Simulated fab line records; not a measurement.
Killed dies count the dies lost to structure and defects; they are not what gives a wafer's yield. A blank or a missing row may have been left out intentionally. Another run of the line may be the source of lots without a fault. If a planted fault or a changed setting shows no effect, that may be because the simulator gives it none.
fab line records	flow n5_finfet
record lots=10	wafers=30	last_day=21
route steps=1938 shown ZERO_LAYER@4 BEOL_M4@1096 BEOL_M5@1113 PASSIVATION@1936
lots that met no fault: taken from a fault-free run of the same line
start_h: hours from the record's opening day to when the first of the lot's shown wafers began	wait_h: hours from the lot's prior step to this one	" same as the row above	L1.1+2: one row covering several wafers at once	- either no value or no given start	* or withheld: withheld	< > ~ a bound
route shown NAME@n: NAME is a module with steps in the file, n the number in the route of the first one	usual: mean/standard deviation taken from wafers without a fault	same: alike in all rows	chamber/n: place in a boat	sites: readings site by site	_std_site: their standard deviation	_edge_site: outer sites' mean less inner sites'	radius_mm: how far each site lies from the wafer's centre	mask NAME#n: copy n	behind: the last tool/chamber to shape the wafer	hold: cause of the lot's hold/its duration in hours/its outcome	device: names the non-switching transistor (n, p or np)	end of line: the tests these same wafers got at the end of their route	a step without rows: its recipe alone	killed: dies that structure and defects cost at the first sort, which is not the same as the wafer's yield	map: shows each die of a wafer: x if killed, . if not, _ if none is there
set.NAME: the setting that was run; set.NAME@STEP: the one run at that earlier step	model.NAME: the simulator's own value behind a step, which no gauge read
route steps across a sampled set of lots; one table per step, one row per wafer
services: from which hour (start_h, from the record's first day; less than 0 if before it) a tool's chamber was out of use, for how many hours, and why
## steps
# step N5_ZERO_LAYER_PECVD_02
# recipe material=SiO2	target_thk_a=100	temp_c=400	precursor=SiH4/N2O	pressure_torr=0.75	rf_w=275	time_s=6
# usual heater_power_w=809/84	showerhead_plenum_p_Torr=8.13/0.095
lot.wafer	tool	chamber	start_h	wait_h	heater_power_w	showerhead_plenum_p_Torr
L712.1	pecvd-02	2	12.30	0.0	932	8.00
L712.4	"	0	"	"	712	8.13
L712.6	"	1	"	"	915	8.23
L714.2	pecvd-04	1	24.30	0.0	780	8.25
L714.4	"	0	"	"	874	8.20
L714.6	"	1	"	"	762	8.25
L715.2	pecvd-04	1	30.28	0.0	857	8.23
L715.3	"	2	"	"	893	8.08
L715.5	"	1	"	"	834	8.21
L716.2	pecvd-04	2	36.50	0.0	894	8.05
L716.4	"	2	"	"	911	8.06
L716.5	"	1	"	"	791	8.23
L718.2	pecvd-01	0	48.47	0.0	748	8.02
L718.4	"	2	"	"	849	8.13
L718.5	"	0	"	"	749	8.01
L721.2	pecvd-04	1	66.28	0.0	774	8.23
L721.3	"	2	"	"	796	8.07
L721.6	"	0	"	"	859	8.20
L729.3	pecvd-02	1	114.28	0.0	843	8.24
L729.4	"	2	"	"	823	8.00
L729.5	"	1	"	"	849	8.22
L730.2	pecvd-01	2	120.28	0.0	869	8.15
L730.3	"	1	"	"	843	8.28
L730.5	"	2	"	"	872	8.17
L731.2	pecvd-02	2	126.47	0.0	870	7.99
L731.3	"	0	"	"	682	8.08
L731.6	"	1	"	"	868	8.23
L735.4	pecvd-04	1	150.31	0.1	795	8.26
L735.5	"	2	"	"	859	8.07
L735.6	"	0	"	"	750	8.22
# step N5_BEOL_M4_SPUTTER_92
# recipe material=Cu	target_thk_a=45	temp_c=-20	chamber_pressure_pa=0.07	power_w=withheld	time_s=8.29
# usual chuck_sensor_temp_C=-16.1/0.48	throttle_valve_pct=29.9/0.73
lot.wafer	tool	chamber	start_h	wait_h	chuck_sensor_temp_C	throttle_valve_pct
L712.1	pvd_sputter-01	-	235.20	0.1	-16.4	29.4
L712.4	"	-	"	"	-15.8	29.6
L712.6	"	-	"	"	-16.0	31.0
L715.2	pvd_sputter-03	-	258.38	0.1	-16.5	29.4
L715.3	"	-	"	"	-15.5	30.3
L715.5	"	-	"	"	-16.7	28.6
L714.2	pvd_sputter-03	-	264.79	0.1	-16.9	31.3
L714.4	"	-	"	"	-16.4	29.5
L714.6	"	-	"	"	-16.8	31.3
L718.2	pvd_sputter-03	-	275.98	0.1	-16.5	29.6
L718.4	"	-	"	"	-17.1	31.6
L718.5	"	-	"	"	-16.9	31.3
L716.2	pvd_sputter-02	-	279.17	0.1	-15.6	30.1
L716.4	"	-	"	"	-15.6	29.9
L716.5	"	-	"	"	-16.2	29.5
L721.2	pvd_sputter-01	-	311.91	0.1	-15.4	29.3
L721.3	"	-	"	"	-16.3	29.1
L721.6	"	-	"	"	-16.0	30.8
L729.3	pvd_sputter-02	-	353.28	0.1	-16.1	29.5
L729.4	"	-	"	"	-15.5	30.6
L729.5	"	-	"	"	-15.5	30.4
L730.2	pvd_sputter-03	-	353.82	0.1	-15.5	30.3
L730.3	"	-	"	"	-16.4	29.3
L730.5	"	-	"	"	-16.9	31.5
L731.2	pvd_sputter-02	-	386.78	0.1	-16.3	29.7
L731.3	"	-	"	"	-15.5	30.4
L731.6	"	-	"	"	-15.7	29.9
L735.4	pvd_sputter-03	-	392.13	0.1	-15.4	30.1
L735.5	"	-	"	"	-15.6	30.3
L735.6	"	-	"	"	-17.0	31.1
# step N5_BEOL_M4_RC_MEAS_101
# usual CJ_N=4.32/0.089	DIBL_N=36.1/2.3	DIBL_P=36/3.2	IOFF_N=0.16/0.045	IOFF_P=0.21/0.049	ION_N=674/14	ION_P=462/8.4	SS_N=71.6/0.83	SS_P=73.2/0.87	VT_N=249/3.8	VT_P=-250/3.4
lot.wafer	tool	chamber	start_h	wait_h	CJ_N	DIBL_N[mV/V]	DIBL_P[mV/V]	IOFF_N[nA/um]	IOFF_P[nA/um]	ION_N[uA/um]	ION_P[uA/um]	SS_N[mV/dec]	SS_P[mV/dec]	VT_N[mV]	VT_P[mV]
L712.1	prober-02	0	236.98	0.3	4.17	35.1	34	0.13	0.21	659	461	70.7	72.9	250	-249
L712.4	"	0	"	"	4.23	39.1	39	0.20	0.28	675	466	72.3	73.6	248	-246
L712.6	"	0	"	"	4.22	37.9	37	0.18	0.25	673	465	71.7	73.7	248	-245
L715.2	prober-01	0	260.07	0.2	4.33	39.1	42	0.22	0.29	686	468	72.3	74.4	246	-246
L715.3	"	0	"	"	4.33	38.2	40	0.20	0.26	679	465	72.0	73.7	248	-246
L715.5	"	0	"	"	4.34	36.7	39	0.19	0.26	695	481	71.3	73.7	244	-246
L714.2	prober-01	0	266.49	0.2	4.41	36.3	33	0.14	0.18	650	449	71.9	72.9	254	-250
L714.4	"	0	"	"	4.30	33.2	30	0.10	0.15	672	459	71.6	72.3	255	-253
L714.6	"	0	"	"	4.38	36.7	35	0.14	0.21	682	470	72.0	73.0	253	-250
L718.2	prober-02	0	277.70	0.2	4.25	35.9	36	0.16	0.18	671	449	71.5	74.0	248	-250
L718.4	"	0	"	"	4.35	31.9	31	0.10	0.13	663	451	69.7	72.0	252	-256
L718.5	"	0	"	"	4.43	35.3	34	0.16	0.17	670	453	70.8	72.7	246	-255
L716.2	prober-02	0	280.86	0.2	4.14	35.8	36	0.15	0.20	674	458	71.7	72.9	249	-251
L716.4	"	0	"	"	4.23	34.3	34	0.13	0.17	669	461	71.1	72.6	249	-252
L716.5	"	0	"	"	4.16	34.7	35	0.14	0.19	677	460	70.5	72.1	249	-251
L721.2	prober-01	0	313.61	0.2	4.34	31.5	30	0.09	0.14	645	446	70.8	72.5	257	-254
L721.3	"	0	"	"	4.37	30.9	30	0.09	0.14	657	456	69.4	71.8	254	-252
L721.6	"	0	"	"	3.95	30.2	29	0.09	0.13	654	456	69.7	71.4	256	-254
L729.3	prober-01	0	355.20	0.3	4.33	34.4	36	0.14	0.16	672	458	71.9	72.9	251	-255
L729.4	"	0	"	"	4.35	35.0	37	0.14	0.19	678	466	72.0	73.1	254	-256
L729.5	"	0	"	"	4.40	35.4	37	0.15	0.19	676	465	72.3	73.5	251	-253
L730.2	prober-02	0	355.66	0.2	4.32	36.0	35	0.16	0.22	669	460	71.3	72.8	248	-247
L730.3	"	0	"	"	4.24	34.3	33	0.15	0.20	670	459	71.2	72.3	248	-248
L730.5	"	0	"	"	4.24	38.8	39	0.24	0.29	688	464	72.0	73.4	243	-247
L731.2	prober-01	0	388.49	0.2	4.18	35.1	37	0.15	0.23	659	460	71.3	73.8	250	-250
L731.3	"	0	"	"	4.47	36.6	38	0.19	0.23	682	457	72.4	73.2	248	-250
L731.6	"	0	"	"	4.48	35.3	37	0.15	0.21	665	454	71.9	73.4	252	-250
L735.4	prober-01	0	394.25	0.5	4.29	37.5	39	0.20	0.25	683	463	72.7	73.3	246	-248
L735.5	"	0	"	"	4.28	40.1	42	0.24	0.29	679	461	72.7	74.2	246	-248
L735.6	"	0	"	"	4.37	37.4	38	0.19	0.24	681	466	72.0	73.7	247	-247
# step N5_BEOL_M5_CURE_79
# recipe temp_c=385	time_s=240	ambient=He/Ar	material=SiCOH_lowk
# usual lamp_power_pct=52.31/0.057	wafer_temp_C_max=386.7/0.5
lot.wafer	tool	chamber	start_h	wait_h	lamp_power_pct	wafer_temp_C_max
L712.1	uv_cure-03	2	238.00	0.0	52.32	386.9
L712.4	"	2	"	"	52.42	386.1
L712.6	"	2	"	"	52.36	386.7
L715.2	uv_cure-02	1	261.03	0.1	52.43	387.0
L715.3	"	1	"	"	52.33	387.0
L715.5	"	1	"	"	52.26	386.8
L714.2	uv_cure-03	1	267.44	0.1	52.33	387.4
L714.4	"	1	"	"	52.29	386.7
L714.6	"	1	"	"	52.24	386.5
L718.2	uv_cure-03	1	278.76	0.2	52.24	386.7
L718.4	"	1	"	"	52.23	386.2
L718.5	"	1	"	"	52.46	386.1
L716.2	uv_cure-02	2	281.83	0.1	52.30	386.6
L716.4	"	2	"	"	52.35	387.4
L716.5	"	2	"	"	52.33	386.5
L721.2	uv_cure-01	0	314.64	0.2	52.36	386.7
L721.3	"	0	"	"	52.30	386.8
L721.6	"	0	"	"	52.36	387.0
L729.3	uv_cure-02	2	360.48	4.6	52.31	387.0
L729.4	"	2	"	"	52.23	388.0
L729.5	"	2	"	"	52.43	387.3
L730.2	uv_cure-02	0	361.88	5.4	52.44	387.5
L730.3	"	0	"	"	52.40	387.0
L730.5	"	0	"	"	52.31	387.2
L731.2	uv_cure-03	2	389.57	0.3	52.29	386.4
L731.3	"	2	"	"	52.39	386.0
L731.6	"	2	"	"	52.23	386.0
L735.4	uv_cure-02	2	395.10	0.3	52.30	386.4
L735.5	"	2	"	"	52.28	386.6
L735.6	"	2	"	"	52.36	387.1
# step N5_BEOL_M5_THK_MEAS_01
# recipe reads=SiCOH_lowk_of_BEOL_M5_ILD_DEP_00
# usual M5_ILD_THK=121.6/1.7
lot.wafer	tool	chamber	start_h	wait_h	M5_ILD_THK[nm]
L712.1	film_metro-01	-	239.01	0.8	124.3
L712.4	"	-	"	"	125.1
L712.6	"	-	"	"	125.5
L715.2	film_metro-02	-	261.46	0.4	124.3
L715.3	"	-	"	"	122.5
L715.5	"	-	"	"	123.6
L714.2	film_metro-02	-	267.87	0.4	123.8
L714.4	"	-	"	"	121.3
L714.6	"	-	"	"	126.6
L718.2	film_metro-01	-	279.59	0.7	120.2
L718.4	"	-	"	"	122.4
L718.5	"	-	"	"	121.5
L716.2	film_metro-02	-	282.26	0.4	120.8
L716.4	"	-	"	"	123.6
L716.5	"	-	"	"	123.4
L721.2	film_metro-01	-	315.48	0.7	120.6
L721.3	"	-	"	"	121.2
L721.6	"	-	"	"	123.1
L729.3	film_metro-01	-	361.15	0.5	121.4
L729.4	"	-	"	"	123.1
L729.5	"	-	"	"	122.2
L730.2	film_metro-01	-	362.71	0.7	121.6
L730.3	"	-	"	"	119.9
L730.5	"	-	"	"	124.1
L731.2	film_metro-01	-	390.01	0.4	119.3
L731.3	"	-	"	"	119.8
L731.6	"	-	"	"	122.5
L735.4	film_metro-02	-	395.38	0.2	124.6
L735.5	"	-	"	"	122.6
L735.6	"	-	"	"	122.0
# step N5_PASSIVATION_PROBE_49
# usual defect_limited_yield=90.9/1.6	killed_at_M0_to_M3=37/11	killed_at_M4_up=15/5.6	killed_at_contacts=13/6.4	killed_at_front_end=39/11	killed_at_other=4/3.1	killed_dies=107/19	killed_open=71/14	killed_short=34/7.8	sort_bin_5_function=5.3/1	sort_bin_6_memory=3.4/0.72	sort_bin_8_speed=0.0/0.42	sort_n_pass=1072/20	sort_yield_pct=90.9/1.7
# same gross_dies=1180	killed_at_back_side=0	sort_bin_4_leakage[%]=0
lot.wafer	tool	chamber	start_h	wait_h	defect_limited_yield[%]	killed_at_M0_to_M3	killed_at_M4_up	killed_at_contacts	killed_at_front_end	killed_at_other	killed_dies	killed_open	killed_short	sort_bin_5_function[%]	sort_bin_6_memory[%]	sort_bin_8_speed[%]	sort_n_pass	sort_yield_pct[%]
L712.1	prober-02	-	356.74	0.3	92.9	28	18	8	29	1	84	62	20	4.1	3.0	0	1096	92.9
L712.4	prober-02	-	356.89	0.5	91.3	27	18	12	44	2	103	66	34	5.4	3.0	0.1	1077	91.3
L712.6	prober-02	-	356.99	0.6	91.1	36	14	5	43	7	105	68	32	5.3	3.3	0	1075	91.1
L715.2	prober-02	-	368.48	0.1	89.5	41	23	26	30	4	124	82	34	5.2	4.4	0	1056	89.5
L715.3	prober-02	-	368.53	0.1	90.3	36	10	15	52	2	115	68	37	5.3	3.4	0	1065	90.3
L715.5	prober-02	-	368.63	0.2	88.6	33	22	16	50	14	135	78	48	5.8	4.6	0	1045	88.6
L714.2	prober-02	-	370.95	0.1	90.9	44	26	4	31	2	107	79	27	5.7	3.0	0	1073	90.9
L714.4	prober-02	-	371.05	0.2	92.0	41	10	6	34	3	94	60	31	4.5	3.1	0	1086	92.0
L714.6	prober-02	-	371.15	0.3	92.3	30	15	9	37	0	91	64	25	5.3	2.2	0	1089	92.3
L716.2	prober-01	-	376.91	0.1	92.5	14	11	29	33	1	88	56	24	4.3	2.8	0	1092	92.5
L716.4	prober-01	-	377.01	0.2	90.5	25	21	13	51	2	112	73	38	5.2	3.9	0	1068	90.5
L716.5	prober-01	-	377.06	0.2	90.1	43	14	22	38	0	117	78	32	6.4	3.1	0	1063	90.1
L718.2	prober-02	-	395.33	0.1	92.5	35	18	17	17	2	89	65	21	4.4	3.0	0	1091	92.5
L718.4	prober-02	-	395.43	0.2	91.4	33	29	15	25	0	102	66	33	5.4	2.7	0	1078	91.4
L718.5	prober-02	-	395.48	0.2	92.7	43	12	4	19	8	86	58	26	3.9	2.9	0	1094	92.7
L721.2	prober-02	-	434.96	0.1	90.5	35	10	21	44	2	112	75	35	6.4	3.1	0.7	1060	89.8
L721.3	prober-02	-	435.01	0.1	92.5	31	13	12	28	4	88	53	34	4.8	2.4	0	1092	92.5
L721.6	prober-02	-	435.16	0.3	93.3	26	16	9	24	4	79	41	36	3.7	2.5	0	1101	93.3
L729.3	prober-01	-	473.93	0.1	91.9	26	18	11	34	6	95	62	31	5.0	3.0	0	1085	91.9
L729.4	prober-01	-	473.98	0.2	90.9	38	16	14	34	5	107	81	25	5.3	3.5	0	1073	90.9
L729.5	prober-01	-	474.03	0.2	93.2	18	13	13	34	2	80	52	27	4.7	1.8	0	1100	93.2
L730.2	prober-02	-	491.57	0.1	91.0	26	17	9	51	3	106	64	40	5.3	3.4	0	1074	91.0
L730.3	prober-02	-	491.62	0.1	89.7	29	25	14	52	1	121	81	35	5.8	4.2	0	1059	89.7
L730.5	prober-02	-	491.72	0.2	91.4	36	15	11	37	3	102	68	33	5.3	3.2	0	1078	91.4
L731.2	prober-02	-	494.88	0.1	85.6	67	14	36	47	6	170	121	48	9.0	4.8	0	1010	85.6
L731.3	prober-02	-	494.93	0.1	89.7	40	21	15	44	2	122	80	42	6.2	4.0	0	1058	89.7
L731.6	prober-02	-	495.08	0.3	90.4	39	21	22	30	1	113	83	30	6.3	3.0	0	1067	90.4
L735.4	prober-02	-	506.92	0.6	88.6	68	3	14	49	1	135	93	40	6.4	4.4	0	1045	88.6
L735.5	prober-02	-	506.97	0.7	90.5	34	14	10	50	4	112	65	44	5.6	3.2	0	1068	90.5
L735.6	prober-02	-	507.02	0.7	93.2	37	7	4	29	3	80	54	25	4.4	2.4	0	1100	93.2
# killed by level:class
L712.1 BEOL_M3:geometric_particle:open=11 BEOL_M4:geometric_particle:open=9 STI_FIN_REVEAL:geometric_particle:open=7 MOL_CONTACT_COAG:geometric_particle:open=5 DUMMY_GATE:geometric_particle:open=4 BEOL_M0_SAQP:geometric_particle:short=4 BEOL_M1:geometric_particle:open=4 BEOL_M2:geometric_particle:open=4
L712.4 STI_FIN_REVEAL:geometric_particle:open=9 BEOL_M3:geometric_particle:open=9 BEOL_M4:geometric_particle:open=8 MOL_CONTACT_COAG:geometric_particle:open=8 GATE_CUT:geometric_particle:short=6 FIN_SAQP:geometric_particle:open=5 GATE_CUT:geometric_particle:open=4 MOL_CONTACT_COAG:geometric_particle:short=4
L712.6 FIN_SAQP:geometric_particle:open=13 BEOL_M1:geometric_particle:open=10 GATE_CUT:geometric_particle:short=8 BEOL_M2:geometric_particle:open=8 BEOL_M3:geometric_particle:open=8 DUMMY_GATE:geometric_particle:open=6 FIN_SAQP:geometric_particle:short=5 BEOL_M4:geometric_particle:open=5
L715.2 MOL_CONTACT_COAG:geometric_particle:open=22 BEOL_M4:geometric_particle:open=12 DUMMY_GATE:geometric_particle:open=9 BEOL_M0_SAQP:geometric_particle:short=9 BEOL_M3:geometric_particle:open=8 BEOL_M2:geometric_particle:open=7 BEOL_M0_SAQP:geometric_particle:open=6 BEOL_M5:geometric_particle:open=5
L715.3 MOL_CONTACT_COAG:geometric_particle:open=12 FIN_SAQP:geometric_particle:open=10 FIN_SAQP:geometric_particle:short=9 HKMG_FIN:area_etch=8 BEOL_M2:geometric_particle:open=7 STI_FIN_REVEAL:geometric_particle:open=6 BEOL_M0_SAQP:geometric_particle:short=6 BEOL_M0_SAQP:geometric_particle:open=6
L715.5 FIN_SAQP:geometric_particle:short=11 BEOL_M4:geometric_particle:open=10 FIN_SAQP:geometric_particle:open=9 MOL_CONTACT_COAG:geometric_particle:open=9 BEOL_M3:geometric_particle:open=8 BEOL_M5:geometric_particle:open=7 MOL_CONTACT_COAG:geometric_particle:short=7 BEOL_M0_SAQP:geometric_particle:open=7
L714.2 BEOL_M0_SAQP:geometric_particle:open=15 BEOL_M4:geometric_particle:open=12 BEOL_M2:geometric_particle:open=11 BEOL_M3:geometric_particle:open=7 STI_FIN_REVEAL:geometric_particle:open=6 FIN_SAQP:geometric_particle:open=5 BEOL_M0_SAQP:geometric_particle:short=5 GATE_CUT:geometric_particle:open=4
L714.4 BEOL_M0_SAQP:geometric_particle:open=11 DUMMY_GATE:geometric_particle:open=8 BEOL_M0_SAQP:geometric_particle:short=8 BEOL_M3:geometric_particle:open=7 BEOL_M4:geometric_particle:open=6 BEOL_M2:geometric_particle:open=6 STI_FIN_REVEAL:geometric_particle:open=5 GATE_CUT:geometric_particle:short=4
L714.6 BEOL_M4:geometric_particle:open=9 FIN_SAQP:geometric_particle:open=7 STI_FIN_REVEAL:geometric_particle:open=7 MOL_CONTACT_COAG:geometric_particle:open=7 BEOL_M2:geometric_particle:open=7 BEOL_M3:geometric_particle:open=7 BEOL_M1:geometric_particle:open=4 STARTING-WAFER:geometric_particle:short=4
L716.2 MOL_CONTACT_COAG:geometric_particle:open=22 FIN_SAQP:geometric_particle:open=9 GATE_CUT:geometric_particle:short=7 BEOL_M1:geometric_particle:open=7 STI_FIN_REVEAL:geometric_particle:open=6 MOL_CONTACT_COAG:geometric_particle:short=5 BEOL_M0_SAQP:geometric_particle:short=4 FIN_SAQP:geometric_particle:short=3
L716.4 BEOL_M4:geometric_particle:open=11 MOL_CONTACT_COAG:geometric_particle:open=10 FIN_SAQP:geometric_particle:open=9 GATE_CUT:geometric_particle:short=9 FIN_SAQP:geometric_particle:short=7 STARTING-WAFER:geometric_particle:open=7 DUMMY_GATE:geometric_particle:open=5 STI_FIN_REVEAL:geometric_particle:open=5
L716.5 MOL_CONTACT_COAG:geometric_particle:open=19 BEOL_M3:geometric_particle:open=13 FIN_SAQP:geometric_particle:short=12 BEOL_M1:geometric_particle:open=10 BEOL_M0_SAQP:geometric_particle:open=7 FIN_SAQP:geometric_particle:open=6 BEOL_M2:geometric_particle:open=4 GATE_CUT:geometric_particle:short=4
L718.2 MOL_CONTACT_COAG:geometric_particle:open=14 BEOL_M2:geometric_particle:open=13 BEOL_M4:geometric_particle:open=9 STI_FIN_REVEAL:geometric_particle:open=5 BEOL_M3:geometric_particle:open=5 FIN_SAQP:geometric_particle:open=3 GATE_CUT:geometric_particle:short=3 MOL_CONTACT_COAG:geometric_particle:short=3
L718.4 BEOL_M4:geometric_particle:open=16 MOL_CONTACT_COAG:geometric_particle:open=13 BEOL_M1:geometric_particle:open=10 FIN_SAQP:geometric_particle:short=9 BEOL_M0_SAQP:geometric_particle:short=5 FIN_SAQP:geometric_particle:open=4 BEOL_M0:geometric_particle:short=4 BEOL_M4:geometric_particle:short=4
L718.5 BEOL_M1:geometric_particle:open=12 BEOL_M2:geometric_particle:open=8 BEOL_M0_SAQP:geometric_particle:open=5 BEOL_M0_SAQP:geometric_particle:short=5 BEOL_M0:geometric_particle:open=4 FIN_SAQP:geometric_particle:open=3 ILD0:geometric_particle:open=3 MOL_CONTACT_COAG:geometric_particle:open=3
L721.2 MOL_CONTACT_COAG:geometric_particle:open=16 DUMMY_GATE:geometric_particle:open=9 BEOL_M0_SAQP:geometric_particle:open=9 FIN_SAQP:geometric_particle:open=8 BEOL_M0_SAQP:geometric_particle:short=8 FIN_SAQP:geometric_particle:short=7 STI_FIN_REVEAL:geometric_particle:open=7 BEOL_M2:geometric_particle:open=7
L721.3 MOL_CONTACT_COAG:geometric_particle:open=9 BEOL_M0_SAQP:geometric_particle:open=9 GATE_CUT:geometric_particle:short=7 BEOL_M2:geometric_particle:open=6 BEOL_M4:geometric_particle:open=6 GATE_CUT:geometric_particle:open=5 BEOL_M0_SAQP:geometric_particle:short=5 FIN_SAQP:geometric_particle:open=4
L721.6 MOL_CONTACT_COAG:geometric_particle:open=7 BEOL_M4:geometric_particle:open=7 FIN_SAQP:geometric_particle:short=6 GATE_CUT:geometric_particle:short=6 BEOL_M2:geometric_particle:open=6 BEOL_M3:geometric_particle:open=5 BEOL_M2:geometric_particle:short=4 BEOL_M0_SAQP:geometric_particle:short=4
L729.3 FIN_SAQP:geometric_particle:open=8 STI_FIN_REVEAL:geometric_particle:open=7 GATE_CUT:geometric_particle:short=7 MOL_CONTACT_COAG:geometric_particle:open=7 BEOL_M3:geometric_particle:open=7 BEOL_M0_SAQP:geometric_particle:short=5 BEOL_M4:geometric_particle:open=5 BEOL_M2:geometric_particle:open=4
L729.4 BEOL_M3:geometric_particle:open=12 FIN_SAQP:geometric_particle:open=11 MOL_CONTACT_COAG:geometric_particle:open=11 BEOL_M4:geometric_particle:open=9 STI_FIN_REVEAL:geometric_particle:open=6 BEOL_M0_SAQP:geometric_particle:short=6 BEOL_M2:geometric_particle:open=6 BEOL_M0_SAQP:geometric_particle:open=5
L729.5 MOL_CONTACT_COAG:geometric_particle:open=11 FIN_SAQP:geometric_particle:short=10 FIN_SAQP:geometric_particle:open=7 BEOL_M3:geometric_particle:open=5 STI_FIN_REVEAL:geometric_particle:open=4 BEOL_M0_SAQP:geometric_particle:open=4 BEOL_M2:geometric_particle:open=4 BEOL_M5:geometric_particle:open=4
L730.2 FIN_SAQP:geometric_particle:short=12 FIN_SAQP:geometric_particle:open=11 BEOL_M4:geometric_particle:open=10 STI_FIN_REVEAL:geometric_particle:open=9 MOL_CONTACT_COAG:geometric_particle:open=9 BEOL_M1:geometric_particle:open=6 STI_FIN_REVEAL:geometric_particle:short=5 BEOL_M0:geometric_particle:open=4
L730.3 STI_FIN_REVEAL:geometric_particle:open=15 MOL_CONTACT_COAG:geometric_particle:open=10 BEOL_M4:geometric_particle:open=10 FIN_SAQP:geometric_particle:short=9 FIN_SAQP:geometric_particle:open=8 BEOL_M1:geometric_particle:open=7 BEOL_M0_SAQP:geometric_particle:short=5 BEOL_M5:geometric_particle:short=5
L730.5 STI_FIN_REVEAL:geometric_particle:open=11 BEOL_M0_SAQP:geometric_particle:open=11 BEOL_M0_SAQP:geometric_particle:short=8 FIN_SAQP:geometric_particle:open=7 MOL_CONTACT_COAG:geometric_particle:open=6 FIN_SAQP:geometric_particle:short=5 DUMMY_GATE:geometric_particle:open=5 MOL_CONTACT_COAG:geometric_particle:short=5
L731.2 MOL_CONTACT_COAG:geometric_particle:open=31 BEOL_M0_SAQP:geometric_particle:open=16 BEOL_M0_SAQP:geometric_particle:short=14 BEOL_M1:geometric_particle:open=13 BEOL_M2:geometric_particle:open=13 DUMMY_GATE:geometric_particle:open=9 FIN_SAQP:geometric_particle:short=8 STI_FIN_REVEAL:geometric_particle:open=8
L731.3 BEOL_M0_SAQP:geometric_particle:short=13 MOL_CONTACT_COAG:geometric_particle:open=13 BEOL_M0_SAQP:geometric_particle:open=13 GATE_CUT:geometric_particle:short=10 FIN_SAQP:geometric_particle:open=8 STI_FIN_REVEAL:geometric_particle:open=8 BEOL_M4:geometric_particle:open=8 BEOL_M2:geometric_particle:open=5
L731.6 MOL_CONTACT_COAG:geometric_particle:open=18 BEOL_M0_SAQP:geometric_particle:open=12 BEOL_M4:geometric_particle:open=11 FIN_SAQP:geometric_particle:open=9 DUMMY_GATE:geometric_particle:open=9 BEOL_M0_SAQP:geometric_particle:short=8 BEOL_M1:geometric_particle:short=5 BEOL_M2:geometric_particle:open=5
L735.4 BEOL_M0_SAQP:geometric_particle:open=23 BEOL_M0_SAQP:geometric_particle:short=14 STI_FIN_REVEAL:geometric_particle:open=12 BEOL_M3:geometric_particle:open=12 FIN_SAQP:geometric_particle:open=11 MOL_CONTACT_COAG:geometric_particle:open=10 FIN_SAQP:geometric_particle:short=9 BEOL_M2:geometric_particle:open=9
L735.5 FIN_SAQP:geometric_particle:short=17 FIN_SAQP:geometric_particle:open=11 BEOL_M0_SAQP:geometric_particle:open=10 MOL_CONTACT_COAG:geometric_particle:open=8 BEOL_M2:geometric_particle:open=6 BEOL_M3:geometric_particle:open=6 SPACER0:geometric_particle:short=5 BEOL_M0_SAQP:geometric_particle:short=5
L735.6 BEOL_M1:geometric_particle:open=8 BEOL_M0_SAQP:geometric_particle:short=7 FIN_SAQP:geometric_particle:open=5 BEOL_M0_SAQP:geometric_particle:open=5 BEOL_M3:geometric_particle:open=5 STI_FIN_REVEAL:geometric_particle:open=4 MOL_CONTACT_COAG:geometric_particle:open=4 BEOL_M0:geometric_particle:open=4
## services
tool	chamber	start_h	hours	kind
pecvd-02	1	17.44	4.9	repair
uv_cure-02	-	35.65	2.9	repair
pecvd-02	2	44.45	6.1	repair
uv_cure-03	-	60.40	7.5	pm
pecvd-04	-	61.37	0.5	repair
pvd_sputter-02	-	71.94	16.5	repair
uv_cure-02	-	81.41	1.0	pm
pecvd-02	-	98.74	1.0	repair
pvd_sputter-02	-	104.96	7.7	repair
pecvd-02	-	106.63	5.5	pm
pvd_sputter-03	-	116.35	55.4	repair
uv_cure-03	-	120.40	3.6	repair
uv_cure-02	-	122.20	0.7	repair
pecvd-04	-	128.88	1.7	repair
uv_cure-03	-	153.37	2.1	pm
uv_cure-03	-	173.23	1.2	repair
uv_cure-02	-	181.84	4.7	repair
uv_cure-02	-	199.79	2.1	pm
pvd_sputter-03	-	216.35	1.0	repair
uv_cure-03	-	245.96	2.1	repair
pecvd-04	2	249.09	9.0	repair
uv_cure-03	-	328.24	1.5	repair
uv_cure-03	-	347.32	28.1	pm
pecvd-02	2	391.50	18.6	repair
## key
first_sign step=N5_BEOL_M4_RC_MEAS_101	reading=CJ_N	direction=down	sigmas=4.1	usual=4.32	struck=3.95
effect none on later readings
met_at N5_ZERO_LAYER_PECVD_02
struck_lots L721
struck_wafers L721.6
not_acting_at N5_BEOL_M4_SPUTTER_92,N5_BEOL_M5_CURE_79,N5_BEOL_M5_THK_MEAS_01
onset_between 36.50 66.28
fault kind=process_parameter_drift	tool=pecvd-04	chamber=-	onset_h=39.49	steps=N5_ZERO_LAYER_PECVD_02	channel=time_s	offset=*	shape=step	end_h=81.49	scope=struck_wafers_only	acts_in=*	stated=*
